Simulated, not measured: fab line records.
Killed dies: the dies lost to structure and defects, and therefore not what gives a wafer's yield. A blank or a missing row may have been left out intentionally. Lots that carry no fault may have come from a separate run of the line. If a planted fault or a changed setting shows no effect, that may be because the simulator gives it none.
A struck lot beside a sound one    flow n5 finfet    16 steps out of a route of 1938
Sound: these wafers, L569.1, L569.5, L569.6. Wafers struck: L571.2, L571.3, L571.6. The cause comes at the end.
Order at every step that has rows: each side's tool, ch and its chambers, its first start. Under that, the readings that differ: sound wafers    struck wafers    difference of the means    sigmas: that difference in standard deviations of wafers without a fault.
alike: same words and numbers on both sides, and readings whose means sit less than 2 such deviations apart. not compared: any withheld reading, any reading some wafer has no value for, any bound like >300 that may hide the same value, and any number with overlapping values for which the record gives no deviation.
The two part at a step that has a row with sigmas, a row that says differs or no value, or rows on one side only. When numbers do not overlap yet have no deviation, they are printed without sigmas and do not part them. A reading that every wafer of one side lacks parts them only if that side has two wafers or more.

N5_FIN_SAQP_MANDREL_ETCH_58: etches a-Si in HBr/Cl2, stops on SiNx, target depth 45 nm, bt time 10 s, time 27 s.
  sound on rie si-05 ch 1,2, day 4 18:33; struck on rie si-06 ch 1,2,3, day 5 06:38
reading                 sound           struck          difference  sigmas
throttle valve pct (%)  34.9 34.9 34.8  35.3 36.1 35.3  +0.7        +2
  alike: drypump motor current A, oes product au
  not compared: rf hours counter h
then, 2 steps without rows for these wafers: N5_FIN_SAQP_RECESS_63 (chemistry HF/NH3, target SiO2, target depth 18 nm, afs cycles 3, sublimation time 60 s); N5_FIN_SAQP_COAT_68 (time 60 s, resist thk 100 nm).
N5_FIN_SAQP_ETCH_69: etches SOC in N2/H2, stops on SiNx, target depth 150 nm.
  sound on rie diel-01 ch 2,3, day 4 19:12; struck on rie diel-01 ch 1,2,3, day 5 07:23
  alike: drypump motor current A, oes product au, rf vpp V, showerhead plenum p Torr, throttle valve pct
  not compared: rf hours counter h
then, 3 steps without rows for these wafers: N5_FIN_SAQP_ETCH_67 (etches SiNx in CH3F/O2, target depth 30 nm); N5_FIN_SAQP_STRIP_70 (strips in N2/H2); N5_FIN_SAQP_RECESS_71 (chemistry HF/NH3, target SiO2, target depth 3 nm, afs cycles 1, sublimation time 60 s).
N5_FIN_SAQP_SPACER2_ALD_28: deposits SiO2, target thk 8.1 nm, pulse time 1 s, purge time 2 s.
  sound on ald sin-03 ch 0,2,3, day 4 19:31; struck on ald sin-04 ch 0,1,3, day 5 07:41
  alike: heater power w, precursor pulse height rel
N5_FIN_SAQP_SPACER2_ETCHBACK_29: etches SiO2 in CHF3/O2, target depth 12.2 nm, time 6.1 s.
  sound on rie diel-02 ch 0,1,3, day 4 19:50; struck on rie diel-01 ch 1,3, day 5 08:02
  alike: drypump motor current A, oes product au, rf vpp V, showerhead plenum p Torr, throttle valve pct
  not compared: rf hours counter h
N5_FIN_SAQP_MANDREL2_REMOVE_60: chemistry HBr/Cl2/O2, target a-Si, stops on SiNx, bt time 10 s.
  sound on rie si-05 ch 0,1,2, day 4 19:56; struck on rie si-05 ch 1,2, day 5 08:07
  alike: drypump motor current A, oes product au, throttle valve pct
  not compared: rf hours counter h
N5_FIN_SAQP_CD_MEAS_31: the cd target is 8 nm.
  sound on cd sem-01 ch 0, day 4 20:02; struck on cd sem-01 ch 0, day 5 08:13
  alike: cd nm
then, 1 step without rows for these wafers: N5_FIN_SAQP_HM_OPEN_33 (chemistry CH3F/O2, target SiNx, target depth 49.4 nm, time 70.6 s).
N5_FIN_SAQP_ETCH_34: etches SiO2 in C4F6/O2, target depth 45 nm, time 15 s.
  sound on rie diel-01 ch 1,2, day 4 20:23; struck on rie diel-01 ch 0,2, day 5 08:50
reading                sound              struck             difference  sigmas
etch rf on time s (s)  14.90 14.77 14.98  10.57 10.64 10.59  -4.28       -23
oes product au (a.u.)  0.68 0.70 0.59     0.85 0.93 0.93     +0.25       +4
  alike: drypump motor current A, rf vpp V, showerhead plenum p Torr, throttle valve pct
  not compared: rf hours counter h
then, 1 step without rows for these wafers: N5_FIN_SAQP_STRIP_77 (strips in N2/H2, time 90 s).
-- a jump in the record: the struck wafers' starts before and after are 6 days apart (it breaks off in module FIN_SAQP and resumes in module BEOL_M4, where the first step shown is number 1111 of the route) --
N5_BEOL_M4_RC_MEAS_101:
  sound on prober-01 ch 0, day 11 02:36; struck on prober-01 ch 0, day 11 09:58
reading        sound           struck          difference  sigmas
DIBL_N (mV/V)  38.7 40.5 41.2  36.4 35.9 35.6  -4.2        -2
SS_P (mV/dec)  73.9 74.9 74.8  73.2 72.7 73.5  -1.4        -2
  alike: DIBL_P, IOFF_N, IOFF_P, ION_N, ION_P, SS_N, VT_N, VT_P
N5_PASSIVATION_PROBE_49:
  rows exist in the record for the sound wafers here (prober-02, day 16 16:50), none for the struck ones

WHERE THEY PART
Last at N5_PASSIVATION_PROBE_49 as far as this record goes, first at N5_FIN_SAQP_MANDREL_ETCH_58.

WHY: the cause the simulator had injected
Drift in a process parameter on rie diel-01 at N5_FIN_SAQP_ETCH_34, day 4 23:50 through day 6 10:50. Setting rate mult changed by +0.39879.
